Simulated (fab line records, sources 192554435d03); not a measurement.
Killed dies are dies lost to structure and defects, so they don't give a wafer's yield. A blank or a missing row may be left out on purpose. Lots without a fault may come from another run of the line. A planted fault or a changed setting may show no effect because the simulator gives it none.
Problem report in the 8D (eight disciplines) form, filled by code | flow n5_finfet | the parts of the form that need people (team, actions taken, sign-off) are left out

1. THE PROBLEM
spin_speed_rpm at N5_SD_EPI_P_COAT_03 reads a mean of 1676.0 rpm on 6 wafers of 2 lots; wafers without a fault read 1499.9 rpm with a standard deviation of 1.1. That is +99 or more standard deviations from the usual mean.
The step: resist thk 150 nm.
First seen on wafer L224.1, day 8 17:26, on litho_track-04. The record holds 16 wafers of 6 lots with a number at this step. Rule for "out", or "out of limits": more than 4 standard deviations from the usual mean. The other wafers with a number count as sound.

2. WHAT IT IS AND WHAT IT IS NOT
question                    | is                     | is not
which readings at this step | spin_speed_rpm         | resist_line_temp_C
which lots                  | L224, L225             | L203, L205, L207, L214
which wafers of those lots  | all that have a number | -
read on which tools         | litho_track-04         | litho_track-03
when                        | from day 8 17:26       | up to then (10 sound wafers)

3. SUSPECTS, AND WHAT RULES EACH OUT
Counting: a tool at a process step up to the reading stays a suspect if it ran every lot that is out and no sound lot after the first of them.
- litho_track-04 at N5_SD_EPI_P_COAT_03 (resist thk 150 nm): kept. It ran every lot that is out, first L224 (day 8 17:26), and no sound lot after that; its last sound lot up to then is L205 (day 3 23:49). Its own readings are out on those wafers: spin_speed_rpm.
Left after counting: litho_track-04 at N5_SD_EPI_P_COAT_03.

4. THE CAUSE (what the simulator had put in)
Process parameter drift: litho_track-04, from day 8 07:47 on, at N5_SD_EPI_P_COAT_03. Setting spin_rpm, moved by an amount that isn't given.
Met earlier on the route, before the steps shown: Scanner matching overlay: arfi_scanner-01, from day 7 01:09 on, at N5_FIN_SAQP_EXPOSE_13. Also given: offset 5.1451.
Counting left only this tool.

5. THE CHAIN OF EFFECTS, in route order
Each row: a reading whose mean over the struck wafers that have a number lies more than 3 standard deviations from the usual. Only readings for which the record gives a usual standard deviation are gone through. hours: the time from each lot's start at the first step in this table that gives one to its start at this step, as a median over the lots. sigmas: the change in usual standard deviations.
hours | step                | reading        | usual      | on struck wafers | change | sigmas
0     | N5_SD_EPI_P_COAT_03 | spin_speed_rpm | 1499.9 rpm | 1676.0           | +176.1 | +99 or more
The process steps in it:
- N5_SD_EPI_P_COAT_03: resist thk 150 nm.
Later measuring or inspecting steps at which every struck wafer that the step has a row for has a number for every such reading, and none has moved that far: N5_SD_EPI_P_CD_MEAS_09, N5_SD_EPI_P_OVL_MEAS_10, N5_SD_EPI_P_INSPECT_11.

6. WHAT WOULD HAVE CAUGHT IT SOONER
In this record the first reading out of limits was taken at day 8 17:26, 10 hours after the fault began at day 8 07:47.
